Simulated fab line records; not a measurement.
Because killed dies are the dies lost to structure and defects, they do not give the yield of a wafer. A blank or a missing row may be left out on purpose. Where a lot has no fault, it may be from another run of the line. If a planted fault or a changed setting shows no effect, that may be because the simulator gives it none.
fab line records    flow n5_finfet
[record] lots = 9  wafers = 27  last_day = 17
route steps=1938 shown BEOL_M4@1062
lots with no fault: from the same line, run without faults
start_h: the number of hours between the record's first day and the start of the first shown wafer of the lot    wait_h: how many hours have passed since the lot's step before this one    " repeats the value in the row above    L1.1+2: one row covering several wafers at once    - no value, or no start was given    * or withheld: withheld    < > ~ a bound
route shown NAME@n: names a module that has steps shown in the file, with the first one's number in the route    usual: mean/standard deviation taken from wafers without a fault    same: alike in all rows    chamber/n: place in a boat    sites: the reading at each site    _std_site: standard deviation of those values    _edge_site: the outer-site mean with the inner-site mean subtracted    radius_mm: for every site, how far away it sits from the centre of the wafer    mask NAME#n: copy n    behind: the most recent tool/chamber to have shaped the wafer    hold: the reason the lot was held/the length of the hold in hours/how it ended    device: names the non-switching transistor (n, p or np)    end of line: at the end of the route, the tests of the same wafers    a step without rows: its recipe alone    killed: dies that structure and defects cost at the first sort, which is not the same as the wafer's yield    map: dies across one wafer; x = killed, . = not, _ = none there
set.NAME: setting as actually run; set.NAME@STEP: the setting as run at that earlier step    model.NAME: the simulator's own value behind a step, which no gauge read
route steps across a sampled set of lots; one table per step, one row per wafer
services: from which hour (start_h, from the record's first day; less than 0 if before it) a tool's chamber was out of use, for how many hours, and why
[[steps]]
[step N5_BEOL_M4_ALD_98]
[recipe] material = SiO2  target_thk_a = 25  temp_c = 100  ald_precursor_family = BDEAS  ald_co_reactant = O2-plasma  pulse_time_s = 1  co_reactant_pulse_time_s = 1  purge_time_s = 2  co_reactant_purge_time_s = 2  ald_cycles = 17  pressure_torr = 2
[usual] heater_power_w = 77/11  precursor_pulse_height_rel = 1.000/0.019  susceptor_temp_C = 100.00/0.13
lot.wafer  tool        chamber  start_h  wait_h  heater_power_w  precursor_pulse_height_rel  since_wet_clean_h  susceptor_temp_C
L120.1     ald_sin-04  2        150.84   0.1     64              0.971                       340                99.95
L120.4     "           1        "        "       66              0.985                       340                100.12
L120.6     "           3        "        "       72              1.053                       -                  100.03
L124.1     ald_sin-04  3        175.14   0.2     72              1.003                       364                99.81
L124.3     "           1        "        "       63              0.997                       364                99.94
L124.5     "           2        "        "       67              0.993                       -                  100.04
L123.2     ald_sin-04  1        176.10   0.1     66              1.015                       365                100.01
L123.3     "           3        "        "       72              1.002                       365                100.23
L123.4     "           0        "        "       75              1.002                       365                100.22
L125.1     ald_sin-02  1        180.67   0.1     82              0.984                       278                99.90
L125.2     "           3        "        "       82              0.986                       278                100.12
L125.4     "           0        "        "       76              1.001                       278                100.14
L135.1     ald_sin-04  1        242.65   0.1     63              0.997                       52                 100.12
L135.3     "           2        "        "       65              0.982                       52                 100.07
L135.4     "           3        "        "       77              0.989                       52                 99.89
L136.2     ald_sin-02  2        247.29   0.1     73              1.005                       345                99.93
L136.5     "           2        "        "       73              1.011                       -                  99.98
L136.6     "           1        "        "       82              1.011                       -                  99.67
L137.1     ald_sin-04  3        263.23   0.1     72              1.022                       72                 97.03
L137.4     "           0        "        "       66              1.000                       72                 96.90
L137.5     "           0        "        "       65              1.013                       -                  97.08
L140.2     ald_sin-04  0        287.73   0.2     66              1.018                       97                 97.23
L140.3     "           1        "        "       61              0.972                       97                 97.05
L140.6     "           2        "        "       62              1.018                       -                  97.24
L142.1     ald_sin-03  2        288.51   0.1     89              1.031                       189                99.94
L142.4     "           0        "        "       64              1.007                       189                100.25
L142.5     "           3        "        "       85              0.990                       -                  100.28
[step N5_BEOL_M4_STRIP_36]
[recipe] chemistry = N2/H2  power_w = 450  temp_c = 40  pressure_mtorr = 20  rf_frequency_hz = 6e+07  overash_fraction = 0.3  bias_power_w = 7  h2_frac = 0.5  n2_flow_sccm = 200  h2_flow_sccm = 200
[usual] drypump_motor_current_A = 5.6/0.5  oes_product_au = 0.81/0.085  rf_vpp_V = 59.0/1.5  showerhead_plenum_p_Torr = 2.53/0.091  throttle_valve_pct = 23.7/0.41
lot.wafer  tool         chamber  start_h  wait_h  drypump_motor_current_A  oes_product_au  rf_hours_counter_h  rf_vpp_V  showerhead_plenum_p_Torr  throttle_valve_pct
L120.1     rie_diel-02  2        152.03   0.0     5.8                      0.93            11                  59.7      2.62                      23.7
L120.4     "            1        "        "       6.3                      0.78            -                   59.5      2.45                      23.3
L120.6     "            0        "        "       5.5                      0.91            -                   59.0      2.70                      23.8
L124.1     rie_diel-01  1        175.55   0.0     5.0                      0.72            177                 61.3      2.44                      24.4
L124.3     "            0        "        "       4.7                      0.73            202                 58.4      2.53                      23.4
L124.5     "            3        "        "       5.3                      0.89            -                   58.3      2.46                      23.6
L123.2     rie_diel-01  0        176.45   0.0     4.7                      0.74            202                 58.8      2.53                      23.4
L123.3     "            1        "        "       5.0                      0.73            177                 59.7      2.44                      24.4
L123.4     "            2        "        "       6.2                      0.96            6                   58.5      2.59                      23.5
L125.1     rie_diel-06  3        181.02   0.0     5.6                      0.80            92                  60.3      2.46                      23.7
L125.2     "            0        "        "       5.7                      0.85            60                  57.2      2.68                      23.3
L125.4     "            2        "        "       5.6                      0.71            211                 57.3      2.62                      24.4
L135.1     rie_diel-02  1        242.97   0.0     6.3                      0.75            173                 56.5      2.43                      23.4
L135.3     "            2        "        "       5.8                      0.86            45                  58.7      2.60                      23.7
L135.4     "            3        "        "       6.1                      0.92            29                  59.4      2.47                      23.5
L136.2     rie_diel-06  0        256.23   0.0     5.7                      0.82            81                  56.9      2.67                      23.3
L136.5     "            0        "        "       5.7                      0.82            -                   59.3      2.68                      23.3
L136.6     "            3        "        "       5.6                      0.80            -                   57.8      2.45                      23.7
L137.1     rie_diel-01  2        264.83   0.0     6.2                      0.88            40                  59.4      2.58                      23.5
L137.4     "            2        "        "       6.2                      0.87            -                   59.5      2.58                      23.6
L137.5     "            0        "        "       4.7                      0.69            -                   59.1      2.51                      23.5
L140.2     rie_diel-06  3        290.41   0.0     5.6                      0.77            126                 58.6      2.45                      23.8
L140.3     "            0        "        "       5.7                      0.80            94                  59.9      2.67                      23.4
L140.6     "            3        "        "       5.6                      0.77            -                   55.6      2.45                      23.8
L142.1     rie_diel-01  3        290.86   0.0     5.4                      0.84            67                  58.4      2.44                      23.7
L142.4     "            0        "        "       4.7                      0.69            245                 60.5      2.51                      23.5
L142.5     "            0        "        "       4.7                      0.70            -                   56.9      2.51                      23.5
[step N5_BEOL_M4_TRENCH_ETCH_37]
[recipe] chemistry = C4F6/O2  target_depth_a = 555.55  target = SiOC  time_s = 29.2  ion_energy_ev = 250  pressure_mtorr = 30  source_w = 355  bias_w = 185  Ar_flow_sccm = 300  C4F6_flow_sccm = 10  O2_flow_sccm = 10
[usual] drypump_motor_current_A = 5.6/0.5  oes_ar_750_au = 0.81/0.081  oes_product_au = 0.81/0.086  rf_vpp_V = 660/12  showerhead_plenum_p_Torr = 2.84/0.1  throttle_valve_pct = 20.89/0.26
lot.wafer  tool         chamber  start_h  wait_h  drypump_motor_current_A  oes_ar_750_au  oes_product_au  rf_hours_counter_h  rf_vpp_V  showerhead_plenum_p_Torr  throttle_valve_pct
L120.1     rie_diel-02  2        -        -       5.8                      0.91           0.93            11                  684       2.92                      20.78
L120.4     "            1        "        "       6.3                      0.78           0.77            -                   646       2.77                      20.76
L120.6     "            0        "        "       5.5                      0.92           0.92            -                   651       3.05                      20.90
L124.1     rie_diel-01  1        -        -       5.0                      0.73           0.72            177                 668       2.73                      21.33
L124.3     "            0        "        "       4.7                      0.72           0.72            202                 655       2.80                      20.61
L124.5     "            3        "        "       5.4                      0.89           0.89            -                   683       2.78                      20.69
L123.2     rie_diel-01  0        -        -       4.7                      0.72           0.72            202                 655       2.80                      20.62
L123.3     "            1        "        "       5.0                      0.73           0.73            177                 668       2.73                      21.35
L123.4     "            2        "        "       6.2                      0.95           0.95            6                   662       2.92                      20.75
L125.1     rie_diel-06  3        -        -       5.6                      0.82           0.81            92                  654       2.76                      20.99
L125.2     "            0        "        "       5.7                      0.85           0.86            60                  660       3.02                      20.74
L125.4     "            2        "        "       5.6                      0.72           0.71            211                 640       2.93                      21.29
L135.1     rie_diel-02  1        -        -       6.3                      0.76           0.74            173                 645       2.75                      20.80
L135.3     "            2        "        "       5.8                      0.86           0.85            45                  683       2.91                      20.83
L135.4     "            3        "        "       6.1                      0.90           0.91            29                  653       2.78                      20.84
L136.2     rie_diel-06  0        -        -       5.7                      0.83           0.83            81                  659       3.01                      20.78
L136.5     "            0        "        "       5.8                      0.83           0.83            -                   659       3.01                      20.76
L136.6     "            3        "        "       5.6                      0.80           0.79            -                   652       2.75                      21.00
L137.1     rie_diel-01  2        -        -       6.2                      0.87           0.87            40                  662       2.90                      20.81
L137.4     "            2        "        "       6.2                      0.87           0.87            -                   661       2.90                      20.82
L137.5     "            0        "        "       4.7                      0.70           0.70            -                   654       2.78                      20.66
L140.2     rie_diel-06  3        -        -       5.6                      0.77           0.77            126                 651       2.75                      21.03
L140.3     "            0        "        "       5.7                      0.83           0.82            94                  659       3.01                      20.79
L140.6     "            3        "        "       5.6                      0.78           0.78            -                   652       2.75                      21.03
L142.1     rie_diel-01  3        -        -       5.4                      0.84           0.85            67                  681       2.77                      20.74
L142.4     "            0        "        "       4.7                      0.69           0.69            245                 655       2.78                      20.68
L142.5     "            0        "        "       4.7                      0.69           0.69            -                   654       2.78                      20.67
[step N5_BEOL_M4_STRIP_97]
[recipe] chemistry = N2/H2  time_s = 10  power_w = 450  temp_c = 40  pressure_mtorr = 20  rf_frequency_hz = 6e+07  bias_power_w = 7  n2_flow_sccm = 200  h2_flow_sccm = 200
[usual] drypump_motor_current_A = 5.6/0.49  oes_product_au = 0.81/0.084  rf_vpp_V = 59.1/0.84  showerhead_plenum_p_Torr = 2.53/0.091  throttle_valve_pct = 23.7/0.41
lot.wafer  tool         chamber  start_h  wait_h  drypump_motor_current_A  oes_product_au  rf_hours_counter_h  rf_vpp_V  showerhead_plenum_p_Torr  throttle_valve_pct
L120.1     rie_diel-02  2        -        -       5.8                      0.92            12                  57.7      2.62                      23.7
L120.4     "            1        "        "       6.3                      0.79            -                   59.4      2.45                      23.3
L120.6     "            0        "        "       5.5                      0.91            -                   58.8      2.70                      23.8
L124.1     rie_diel-01  1        -        -       5.0                      0.71            177                 58.7      2.44                      24.4
L124.3     "            0        "        "       4.7                      0.73            202                 59.8      2.53                      23.4
L124.5     "            3        "        "       5.4                      0.89            -                   58.2      2.46                      23.6
L123.2     rie_diel-01  0        -        -       4.7                      0.73            203                 59.6      2.53                      23.4
L123.3     "            1        "        "       5.0                      0.72            177                 59.2      2.44                      24.4
L123.4     "            2        "        "       6.2                      0.97            6                   58.7      2.59                      23.5
L125.1     rie_diel-06  3        -        -       5.6                      0.81            92                  57.9      2.46                      23.7
L125.2     "            0        "        "       5.7                      0.85            60                  59.8      2.68                      23.3
L125.4     "            2        "        "       5.5                      0.70            211                 60.4      2.62                      24.3
L135.1     rie_diel-02  1        -        -       6.3                      0.75            173                 58.9      2.43                      23.4
L135.3     "            2        "        "       5.8                      0.85            45                  59.8      2.60                      23.7
L135.4     "            3        "        "       6.2                      0.90            29                  58.8      2.46                      23.4
L136.2     rie_diel-06  0        -        -       5.7                      0.82            81                  59.5      2.68                      23.3
L136.5     "            0        "        "       5.7                      0.81            -                   58.7      2.68                      23.4
L136.6     "            3        "        "       5.6                      0.79            -                   58.7      2.45                      23.7
L137.1     rie_diel-01  2        -        -       6.2                      0.87            40                  58.9      2.58                      23.5
L137.4     "            2        "        "       6.2                      0.88            -                   59.4      2.58                      23.5
L137.5     "            0        "        "       4.7                      0.70            -                   57.9      2.51                      23.5
L140.2     rie_diel-06  3        -        -       5.6                      0.78            126                 59.8      2.45                      23.8
L140.3     "            0        "        "       5.8                      0.82            94                  59.3      2.67                      23.4
L140.6     "            3        "        "       5.6                      0.78            -                   58.8      2.45                      23.8
L142.1     rie_diel-01  3        -        -       5.4                      0.85            67                  58.9      2.44                      23.7
L142.4     "            0        "        "       4.7                      0.70            245                 58.4      2.51                      23.5
L142.5     "            0        "        "       4.7                      0.70            -                   59.7      2.51                      23.5
[step N5_BEOL_M4_RC_MEAS_101]
[usual] DIBL_N = 36.8/1.5  DIBL_P = 37.1/2.1  IOFF_N = 0.168/0.03  IOFF_P = 0.22/0.034  ION_N = 679/12  ION_P = 466/8  SS_N = 71.7/0.58  SS_P = 73.5/0.67  VT_N = 248.8/2.7  VT_P = -250/3.3
lot.wafer  tool       chamber  start_h  wait_h  DIBL_N[mV/V]  DIBL_P[mV/V]  IOFF_N[nA/um]  IOFF_P[nA/um]  ION_N[uA/um]  ION_P[uA/um]  SS_N[mV/dec]  SS_P[mV/dec]  VT_N[mV]  VT_P[mV]
L120.1     prober-02  0        156.19   0.0     38.6          39.9          0.204          0.24           683           463           73.2          74.1          247.3     -249
L120.4     "          0        "        "       34.9          35.0          0.135          0.17           662           455           71.3          73.5          250.8     -256
L120.6     "          0        "        "       38.5          39.9          0.213          0.25           679           466           71.6          74.3          244.0     -247
L124.1     prober-02  0        179.56   0.0     36.4          37.5          0.165          0.22           677           468           71.8          72.7          247.4     -253
L124.3     "          0        "        "       38.7          40.5          0.200          0.27           687           468           72.6          74.0          246.2     -247
L124.5     "          0        "        "       36.0          37.8          0.152          0.23           679           468           71.0          72.7          251.6     -246
L123.2     prober-02  0        181.93   0.2     36.8          36.8          0.162          0.26           690           482           71.3          73.5          248.8     -246
L123.3     "          0        "        "       37.9          38.8          0.184          0.29           689           479           71.8          74.2          249.6     -242
L123.4     "          0        "        "       37.9          37.6          0.190          0.26           704           486           71.9          73.5          246.3     -246
L125.1     prober-01  0        185.76   0.0     37.7          38.3          0.187          0.26           678           467           72.6          74.2          247.7     -246
L125.2     "          0        "        "       39.2          37.7          0.213          0.24           680           460           72.9          73.9          248.0     -247
L125.4     "          0        "        "       34.7          33.1          0.126          0.17           667           458           71.5          73.1          252.7     -252
L135.1     prober-02  0        248.52   0.0     36.5          37.7          0.184          0.21           686           463           71.9          73.9          245.8     -253
L135.3     "          0        "        "       35.7          37.1          0.152          0.19           682           471           71.7          72.8          249.9     -254
L135.4     "          0        "        "       38.2          39.7          0.230          0.24           697           476           73.2          74.2          242.6     -250
L136.2     prober-01  0        262.98   0.2     37.2          37.4          0.178          0.23           690           467           71.8          72.4          245.2     -249
L136.5     "          0        "        "       38.1          38.0          0.182          0.25           689           470           71.6          73.9          247.6     -247
L136.6     "          0        "        "       35.6          35.5          0.146          0.20           683           468           70.7          72.7          251.3     -249
L137.1     prober-01  0        269.38   0.0     35.7          36.8          0.139          0.22           681           472           71.1          73.4          252.4     -251
L137.4     "          0        "        "       33.8          33.9          0.118          0.17           674           468           70.9          72.4          253.6     -252
L137.5     "          0        "        "       37.9          39.5          0.169          0.27           676           471           71.7          73.9          244.6     -246
L140.2     prober-02  0        294.62   0.2     38.9          37.8          0.177          0.19           678           460           72.3          73.9          247.2     -256
L140.3     "          0        "        "       36.8          35.5          0.135          0.17           675           459           70.8          73.3          254.0     -256
L140.6     "          0        "        "       38.6          36.7          0.174          0.18           683           462           72.4          73.7          249.3     -257
L142.1     prober-02  0        296.59   0.0     33.4          33.0          0.126          0.19           679           469           71.3          72.9          252.8     -251
L142.4     "          0        "        "       34.7          34.8          0.147          0.22           681           472           71.5          73.4          252.4     -247
L142.5     "          0        "        "       36.5          36.2          0.164          0.26           678           474           72.4          73.0          248.7     -246
[[services]]
tool         chamber  start_h  hours  kind
rie_diel-01  3        130.35   4.5    repair
rie_diel-01  2        147.45   -      clean
rie_diel-01  2        147.45   -      consumable_replace:focus_ring
rie_diel-01  2        147.45   14.8   scheduled_down
rie_diel-01  2        147.45   14.8   vent_cycle
rie_diel-02  3        148.32   -      clean
rie_diel-02  3        148.32   -      consumable_replace:focus_ring
rie_diel-02  3        148.32   21.2   scheduled_down
rie_diel-02  3        148.32   21.2   vent_cycle
rie_diel-01  -        148.96   0.1    repair
rie_diel-02  1        158.46   5.5    repair
ald_sin-04   -        176.82   14.0   pm
ald_sin-04   0        176.82   14.0   vent_cycle
ald_sin-04   1        176.82   14.0   vent_cycle
ald_sin-02   1        187.06   8.4    repair
ald_sin-02   -        206.86   2.8    pm
rie_diel-06  -        215.62   15.6   pm
ald_sin-02   3        223.33   2.2    repair
rie_diel-02  2        235.45   2.4    repair
ald_sin-03   3        241.06   5.0    repair
rie_diel-01  3        246.14   18.9   repair
ald_sin-02   -        259.92   0.6    repair
ald_sin-03   -        264.03   1.1    repair
ald_sin-02   -        269.39   14.0   pm
[[key]]
[first_sign] step = N5_BEOL_M4_ALD_98  reading = susceptor_temp_C  direction = down  sigmas = 22  usual = *  struck = *
effect none on later readings
met_at N5_BEOL_M4_ALD_98
struck_lots L137,L140
not_acting_at N5_BEOL_M4_STRIP_36,N5_BEOL_M4_TRENCH_ETCH_37,N5_BEOL_M4_STRIP_97
onset_between 242.65 263.23
[fault] kind = process_parameter_drift  tool = ald_sin-04  chamber = -  onset_h = 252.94  steps = N5_BEOL_M4_ALD_98  channel = temp_c  offset = *  shape = step  end_h = 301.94  acts_in = *  stated = *
